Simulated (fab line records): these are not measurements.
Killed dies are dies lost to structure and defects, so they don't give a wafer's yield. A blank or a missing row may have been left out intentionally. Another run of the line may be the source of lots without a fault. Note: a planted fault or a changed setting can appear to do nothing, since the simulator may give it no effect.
Chamber matching + flow n5Finfet + N5_BEOL_M6_STRIP_19 on rieDiel-04 has 4 sister chambers
The step strips in O2. 4 wafers are shown with their chamber, then 7 later ones without.

## WAFERS PAIRED WITH THEIR CHAMBERS
| wafer  | chamber | showerheadPlenumPTorr (Torr) |
|--------|---------|------------------------------|
| L083.3 | 0       | 2.03                         |
| L083.6 | 3       | 2.14                         |
| L090.2 | 2       | 2.02                         |
| L090.5 | 1       | 2.24                         |

## WAFERS WHOSE CHAMBER IS MISSING
| wafer  | showerheadPlenumPTorr (Torr) |
|--------|------------------------------|
| L090.6 | 2.02                         |
| L091.4 | 2.14                         |
| L091.5 | 2.02                         |
| L091.6 | 2.24                         |
| L096.3 | 2.01                         |
| L096.5 | 2.02                         |
| L096.6 | 2.01                         |

## WHICH CHAMBER EACH ONE RAN IN
| wafer  | from the rows above     | in truth |
|--------|-------------------------|----------|
| L090.6 | can't be placed: 2 or 0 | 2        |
| L091.4 | 3                       | 3        |
| L091.5 | can't be placed: 2 or 0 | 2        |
| L091.6 | 1                       | 1        |
| L096.3 | can't be placed: 2 or 0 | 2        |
| L096.5 | can't be placed: 2 or 0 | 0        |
| L096.6 | can't be placed: 2 or 0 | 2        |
Correct placement for 2 of the 7. From these rows, 5 cannot be placed; in 5 the true chamber is one of the candidates. 0 placed wrongly.
How it was worked out, from the rows above alone: a wafer's distance from a chamber is the root of the sum, over the readings, of the square of ((its reading less the chamber's mean) divided by the reading's scatter). If the next closest chamber is less than 2 further off than the closest, the wafer can't be placed; otherwise it belongs to the closest. The mean given for a chamber averages the wafers shown for that chamber. The scatter: with one shown wafer a chamber, the root of the mean of the squares of how far each hidden wafer lies from its nearest shown one.
